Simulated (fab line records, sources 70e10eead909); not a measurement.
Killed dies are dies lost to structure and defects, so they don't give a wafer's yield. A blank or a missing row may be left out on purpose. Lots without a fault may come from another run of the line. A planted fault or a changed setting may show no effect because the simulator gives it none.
fab line records | flow nand_harc
record lots=6 wafers=18 last_day=24
route steps=1159 shown P_M2@330
lots that met no fault: from a run of the same line without faults
start_h: hours from the record's first day to the start of the lot's first wafer shown | wait_h: hours since the lot's step before | " the same as in the row above | L1.1+2: a row that stands for several wafers | - no value, or no start given | * or withheld: withheld | < > ~ a bound
route shown NAME@n: a module of which the file shows steps, and the number in the route of the first | usual: mean/standard deviation of fault-free wafers | same: alike in all rows | chamber/n: place in a boat | sites: the reading at each site | _std_site: their standard deviation | _edge_site: outer sites' mean less inner sites' | radius_mm: how far each site lies from the wafer's centre | mask NAME#n: copy n | behind: the tool/chamber that last shaped the wafer | hold: why the lot was held/for how many hours/how that ended | device: the transistor (n, p or np) that didn't switch | end of line: the same wafers' tests at the end of the route | a step without rows: its recipe alone | killed: dies lost to structure and defects at the first sort, not the wafer's yield | map: a wafer's dies, x killed, . not, _ none there
set.NAME: the setting as run; set.NAME@STEP: as run at that earlier step | model.NAME: the simulator's own value behind a step, which no gauge read
lots at some steps of the route; a table a step, a row a wafer
services: from which hour (start_h, from the record's first day; less than 0 if before it) a tool's chamber was out of use, for how many hours, and why
## steps
# step NHARC_P_M2_INSPECT_11
# usual raw_defect_count=4.2/2.3
# columns lot.wafer tool chamber start_h wait_h raw_defect_count
L188.1 defect_inspect-02 - 142.24 0.0 5
L188.3 " - " " 2
L188.5 " - " " 5
L189.1 defect_inspect-01 - 146.62 0.0 2
L189.5 " - " " 4
L189.6 " - " " 6
L192.2 defect_inspect-02 - 167.31 0.0 8
L192.4 " - " " 5
L192.6 " - " " 3
L193.2 defect_inspect-02 - 168.88 0.0 2
L193.3 " - " " 3
L193.6 " - " " 1
L201.1 defect_inspect-01 - 230.86 0.0 8
L201.2 " - " " 3
L201.5 " - " " 5
L204.1 defect_inspect-02 - 242.44 0.0 6
L204.4 " - " " 2
L204.5 " - " " 4
# step NHARC_P_M2_DESCUM_14
# recipe time_s=3 o2_flow_sccm=200 ar_flow_sccm=0 bias_power_w=0 chemistry=O2
# usual drypump_motor_current_A=5.7/0.49 oes_product_au=0.999/0.0071 rf_vpp_V=57.8/0.91 showerhead_plenum_p_Torr=1.93/0.082 throttle_valve_pct=11.311/0.0095
# columns lot.wafer tool chamber start_h wait_h drypump_motor_current_A oes_product_au rf_hours_counter_h rf_vpp_V showerhead_plenum_p_Torr throttle_valve_pct
L188.3 rie_diel-07 2 142.30 0.1 5.4 0.999 2 57.7 2.01 11.303
L188.1 " 0 " " 6.0 0.999 3 58.4 1.97 11.293
L188.5 " 3 " " 6.3 0.999 - 56.8 2.00 11.330
L189.1 rie_diel-02 3 146.71 0.1 6.0 0.986 31 56.7 1.85 11.303
L189.5 " 0 " " 6.0 0.991 - 57.3 1.89 11.303
L189.6 " 1 " " 6.2 1.001 - 58.9 2.03 11.307
L192.2 rie_diel-07 3 167.39 0.1 6.3 0.990 3 58.2 2.00 11.302
L192.4 " 0 " " 6.0 1.005 4 57.7 1.97 11.315
L192.6 " 2 " " 5.4 1.004 - 58.9 2.01 11.321
L193.3 rie_diel-07 1 168.94 0.1 4.9 1.005 4 57.2 1.84 11.315
L193.2 " 2 " " 5.4 0.992 3 57.2 2.01 11.303
L193.6 " 2 " " 5.4 1.005 - 58.5 2.01 11.323
L201.1 rie_diel-02 3 230.93 0.1 6.0 0.977 12 56.1 1.85 11.313
L201.2 " 0 " " 6.0 1.002 12 54.9 1.89 11.308
L201.5 " 2 " " 6.1 0.990 - 56.2 1.86 11.308
L204.4 rie_diel-01 2 242.52 0.1 5.7 0.991 35 56.4 1.80 11.304
L204.1 " 3 " " 5.6 0.996 34 57.5 2.07 11.307
L204.5 " 1 " " 6.1 0.996 - 56.4 2.00 11.297
# step NHARC_P_M2_ETCH_35
# recipe target_depth_a=400 overetch_a=120 time_s=43.94 ion_energy_ev=200 n2_flow_sccm=150 h2_flow_sccm=150 ar_flow_sccm=0 rf_w=400 bias_w=150 chemistry=N2/H2
# usual drypump_motor_current_A=5.8/0.48 n2_flow_sccm=150.0/0.41 oes_product_au=0.999/0.0073 rf_fwd_power_W=395.9/1.6 rf_vpp_V=430.9/2.6 showerhead_plenum_p_Torr=2.06/0.09 throttle_valve_pct=14.171/0.0091
# columns lot.wafer tool chamber start_h wait_h drypump_motor_current_A n2_flow_sccm oes_product_au rf_fwd_power_W rf_hours_counter_h rf_vpp_V showerhead_plenum_p_Torr throttle_valve_pct
L188.1 rie_diel-07 1 142.39 0.1 4.9 150.2 0.994 395.1 3 429.2 1.95 14.164
L188.3 " 0 " " 6.0 150.1 0.995 396.3 3 433.0 2.10 14.171
L188.5 " 2 " " 5.4 149.3 0.991 395.1 - 433.4 2.14 14.180
L189.1 rie_diel-02 0 146.78 0.1 6.0 150.4 0.996 396.1 22 429.9 2.02 14.160
L189.5 " 2 " " 6.1 150.7 1.010 395.3 - 429.2 1.98 14.177
L189.6 " 3 " " 6.0 149.4 1.003 394.2 - 427.7 1.97 14.186
L192.2 rie_diel-07 0 167.46 0.1 6.0 149.6 1.001 394.9 4 433.3 2.10 14.183
L192.4 " 2 " " 5.4 149.8 0.999 394.6 3 433.8 2.14 14.186
L192.6 " 0 " " 6.0 149.1 1.004 394.6 - 432.1 2.10 14.168
L193.3 rie_diel-07 0 169.02 0.1 6.0 149.4 0.999 395.4 4 433.7 2.10 14.164
L193.2 " 1 " " 4.9 150.6 1.015 393.9 4 428.2 1.95 14.156
L193.6 " 1 " " 4.9 150.6 1.008 396.1 - 430.0 1.95 14.172
L201.1 rie_diel-02 3 231.01 0.1 6.0 150.5 0.998 393.3 12 426.4 1.97 14.172
L201.2 " 2 " " 6.1 149.7 1.001 397.6 12 427.1 1.98 14.160
L201.5 " 3 " " 6.0 149.5 0.980 397.3 - 428.9 1.97 14.168
L204.1 rie_diel-01 2 242.59 0.1 5.7 149.8 1.002 394.5 35 428.3 1.92 14.167
L204.4 " 3 " " 5.6 150.4 1.000 395.8 34 434.4 2.21 14.180
L204.5 " 3 " " 5.6 150.1 1.002 395.4 - 435.9 2.21 14.175
# step NHARC_P_M2_ETCH_15
# recipe target_depth_a=1825 time_s=91.2 c4f8_flow_sccm=withheld ar_flow_sccm=400 rf_w=600 bias_w=300 chemistry=C4F8/Ar
# usual oes_product_au=0.951/0.022 rf_fwd_power_W=596.4/2 rf_vpp_V=441.4/2.6
# columns lot.wafer tool chamber start_h wait_h oes_product_au rf_fwd_power_W rf_hours_counter_h rf_vpp_V
L188.1 rie_diel-07 1 - - 0.982 594.2 3 437.7
L188.3 " 0 " " 0.972 597.1 3 442.3
L188.5 " 1 " " 0.980 597.1 - 438.2
L189.1 rie_diel-02 2 - - 0.929 597.7 30 439.5
L189.5 " 3 " " 0.916 593.1 - 439.7
L189.6 " 0 " " 0.943 596.5 - 440.1
L192.4 rie_diel-07 0 - - 0.970 594.1 4 442.8
L192.2 " 1 " " 0.974 597.7 4 439.0
L192.6 " 3 " " 0.978 598.6 - 443.3
L193.2 rie_diel-07 0 - - 0.976 597.5 4 441.7
L193.3 " 3 " " 0.966 599.4 4 444.7
L193.6 " 1 " " 0.946 591.9 - 438.1
L201.2 rie_diel-02 1 - - 0.934 599.4 11 444.3
L201.1 " 2 " " 0.920 595.5 12 438.1
L201.5 " 0 " " 0.926 594.8 - 441.0
L204.1 rie_diel-01 1 - - 0.934 598.3 36 441.7
L204.4 " 2 " " 0.920 594.6 35 437.5
L204.5 " 3 " " 0.924 598.2 - 445.4
# step NHARC_P_M2_CD_MEAS_16
# usual cd_nm=170.1/0.63
# columns lot.wafer tool chamber start_h wait_h cd_nm
L188.1 cd_sem-03 - 142.60 - 169.7
L188.3 " - " " 169.7
L188.5 " - " " 170.9
L189.1 cd_sem-03 - 147.00 - 168.6
L189.5 " - " " 170.0
L189.6 " - " " 169.7
L192.2 cd_sem-01 - 167.68 - 169.9
L192.4 " - " " 169.9
L192.6 " - " " 170.0
L193.2 cd_sem-01 - 169.24 - 170.6
L193.3 " - " " 170.1
L193.6 " - " " 170.9
L201.1 cd_sem-01 - 231.28 - 169.6
L201.2 " - " " 169.3
L201.5 " - " " 169.7
L204.1 cd_sem-01 - 242.81 - 170.0
L204.4 " - " " 170.3
L204.5 " - " " 170.6
# step NHARC_P_M2_STRIP_18
# recipe power_w=1000 n2_flow_sccm=150 h2_flow_sccm=150 ar_flow_sccm=0 bias_w=0 chemistry=N2/H2
# step NHARC_P_M2_ETCH_28
# recipe target_depth_a=300 over_etch_frac=0.3 time_s=72.99 ion_energy_ev=150 cf4_flow_sccm=50 n2_flow_sccm=100 ar_flow_sccm=150 rf_w=300 bias_w=100 chemistry=CF4/N2
# usual drypump_motor_current_A=5.8/0.46 n2_flow_sccm=99.99/0.27 oes_product_au=1.001/0.0071 rf_fwd_power_W=298.0/1 rf_vpp_V=314.6/2 showerhead_plenum_p_Torr=2.65/0.11 throttle_valve_pct=19.794/0.0086
# columns lot.wafer tool chamber start_h wait_h drypump_motor_current_A n2_flow_sccm oes_product_au rf_fwd_power_W rf_hours_counter_h rf_vpp_V showerhead_plenum_p_Torr throttle_valve_pct
L188.1 rie_diel-07 2 - - 5.4 100.13 0.991 298.2 2 315.9 2.75 19.795
L188.3 " 0 " " 6.1 99.58 1.007 300.1 3 315.8 2.69 19.797
L188.5 " 3 " " 6.3 100.09 0.986 298.2 - 315.7 2.74 19.793
L189.1 rie_diel-01 2 - - 5.7 99.91 0.997 296.7 0 311.5 2.50 19.792
L189.5 " 0 " " 5.7 100.07 1.000 298.4 - 311.6 2.48 19.790
L189.6 " 1 " " 6.1 99.84 1.002 297.5 - 314.6 2.75 19.811
L192.4 rie_diel-01 0 - - 5.7 100.21 1.005 297.4 8 311.9 2.48 19.793
L192.2 " 1 " " 6.1 100.10 0.994 298.4 10 315.6 2.75 19.797
L192.6 " 3 " " 5.5 100.32 1.004 299.7 - 316.7 2.83 19.787
L193.3 rie_diel-02 1 - - 6.2 100.15 0.995 300.1 1 316.5 2.78 19.801
L193.2 " 3 " " 6.0 100.06 0.993 298.7 1 312.3 2.55 19.800
L193.6 " 1 " " 6.2 99.82 1.013 298.6 - 315.9 2.78 19.795
L201.1 rie_diel-02 0 - - 6.0 100.40 1.017 298.1 12 311.8 2.60 19.784
L201.2 " 1 " " 6.2 99.80 1.008 299.2 11 315.6 2.77 19.781
L201.5 " 0 " " 6.0 100.32 1.007 297.6 - 313.1 2.60 19.775
L204.4 rie_diel-07 0 - - 6.0 100.07 1.007 297.4 0 317.0 2.69 19.805
L204.1 " 2 " " 5.4 100.24 0.993 299.1 0 316.9 2.75 19.782
L204.5 " 3 " " 6.3 99.93 0.999 298.4 - 315.9 2.74 19.797
# step NHARC_P_M2_STRIP_19
# recipe time_s=600 temp_c=30 chemistry=post_etch_residue_remover
# step NHARC_P_M2_DEGAS_29
# recipe temp_c=250 time_s=60
# step NHARC_P_M2_PRE_CLEAN_30
# recipe time_s=30 temp_c=280 gas=H2/He
# step NHARC_P_M2_PVD_20
# recipe target_thk_a=50 bias_v=168.6 power_w=15000 chamber_pressure_pa=0.12 time_s=8.06 substrate_temp_c=50 material=TaN
# usual throttle_valve_pct=29.7/1.1
# columns lot.wafer tool chamber start_h wait_h throttle_valve_pct
L188.1 pvd_sputter-03 - - - 28.3
L188.3 " - " " 30.0
L188.5 " - " " 28.6
L189.1 pvd_sputter-03 - - - 28.1
L189.5 " - " " 28.7
L189.6 " - " " 28.5
L192.4 pvd_sputter-03 - - - 30.9
L192.2 " - " " 29.7
L192.6 " - " " 31.0
L193.3 pvd_sputter-03 - - - 29.7
L193.2 " - " " 28.3
L193.6 " - " " 30.9
L201.2 pvd_sputter-03 - - - 28.8
L201.1 " - " " 28.2
L201.5 " - " " 28.8
L204.1 pvd_sputter-01 - - - 32.9
L204.4 " - " " 30.0
L204.5 " - " " 29.2
# step NHARC_P_M2_PVD_21
# recipe target_thk_a=300 chamber_pressure_pa=5 power_w=5000 substrate_temp_c=30 time_s=20.49 material=Cu
# step NHARC_P_M2_ECD_22
# recipe target_thk_a=4000 bath_temp_c=25 material=Cu
# columns lot.wafer tool chamber start_h wait_h
L188.1+3+5 ecd_cu-01 1,0,1 143.72 -
L189.1+6+5 ecd_cu-01 0,0,1 148.11 -
L192.2+4+6 ecd_cu-01 0,1,1 168.77 -
L193.2+3+6 ecd_cu-01 1,0,0 170.32 -
L201.2+1+5 ecd_cu-02 1,0,0 232.37 -
L204.1+4+5 ecd_cu-02 1 243.95 -
# step NHARC_P_M2_ANNEAL_31
# recipe temp_c=225 time_s=90
# step NHARC_P_M2_CMP_23
# recipe t_overpolish_s=20 target_thk_nm=144.3
# usual motor_current_A=12.6/1.2 retaining_ring_pressure_frac=1.000/0.005 time_to_endpoint_s=28.3/2.5
# columns lot.wafer tool chamber start_h wait_h motor_current_A retaining_ring_pressure_frac time_to_endpoint_s
L188.1 cmp-01 3 144.39 - 13.3 0.998 28.1
L188.3 " 0 " " 11.1 0.998 28.5
L188.5 " 0 " " 11.4 1.002 28.3
L189.1 cmp-04 1 148.92 - 12.3 1.001 24.8
L189.5 " 1 " " 11.5 1.003 26.0
L189.6 " 2 " " 14.3 1.008 23.8
L192.4 cmp-02 1 169.49 - 12.8 1.002 31.2
L192.2 " 2 " " 13.5 1.002 29.1
L192.6 " 2 " " 13.1 1.003 13.3
L193.3 cmp-01 3 171.07 - 13.8 1.010 14.5
L193.2 " 0 " " 11.4 1.002 30.6
L193.6 " 2 " " 10.8 0.998 12.2
L201.2 cmp-04 3 233.12 - 14.2 0.998 26.2
L201.1 " 1 " " 12.6 1.003 25.7
L201.5 " 2 " " 14.7 1.001 23.2
L204.1 cmp-02 3 244.69 - 12.9 0.998 32.0
L204.4 " 0 " " 12.9 1.000 29.0
L204.5 " 2 " " 13.1 0.997 29.2
## services
# columns tool chamber start_h hours kind
rie_diel-07 2 123.84 3.5 repair
ecd_cu-02 - 124.28 1.5 repair
cmp-02 - 135.02 4.0 pm
ecd_cu-01 - 136.00 2.6 repair
rie_diel-01 - 137.80 9.0 pm
rie_diel-02 - 150.70 9.0 pm
cmp-01 - 154.72 0.6 repair
pvd_sputter-03 - 165.34 0.6 repair
cmp-01 - 167.40 0.4 repair
ecd_cu-02 - 168.16 3.0 repair
ecd_cu-02 - 179.16 0.6 repair
cmp-01 - 179.53 4.0 pm
ecd_cu-02 - 180.27 8.0 pm
cmp-01 - 183.65 0.4 repair
cmp-02 - 186.99 0.6 repair
rie_diel-07 - 193.83 0.3 repair
cmp-04 - 204.92 4.0 pm
cmp-04 - 214.14 1.1 repair
cmp-01 - 223.69 0.3 repair
rie_diel-07 3 227.31 9.4 repair
rie_diel-07 - 228.20 9.0 pm
cmp-02 - 233.02 4.0 pm
cmp-04 - 234.07 1.8 repair
cmp-01 - 234.29 1.7 repair
## key
first_sign step=NHARC_P_M2_CMP_23 reading=time_to_endpoint_s direction=down sigmas=6 usual=* struck=*
effect none on later readings
met_at NHARC_P_M2_ECD_22
struck_wafers L192.6,L193.3,L193.6
later_rows_left_out L192.6,L193.3,L193.6
sort_left_out L192.6,L193.3,L193.6
onset_between 148.11 168.77
fault kind=process_parameter_drift tool=ecd_cu-01 chamber=- onset_h=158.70 steps=NHARC_P_M2_ECD_22 channel=target_thk_a offset=* shape=step end_h=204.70 scope=struck_wafers_only acts_in=* stated=*
# sort_left_out: the simulated sort isn't trusted on such a fault, so these wafers' sort isn't shown, and their yield isn't known
# later_rows_left_out: the simulator's readings of these wafers behind a module that went badly wrong aren't trusted and aren't shown, but for the sort
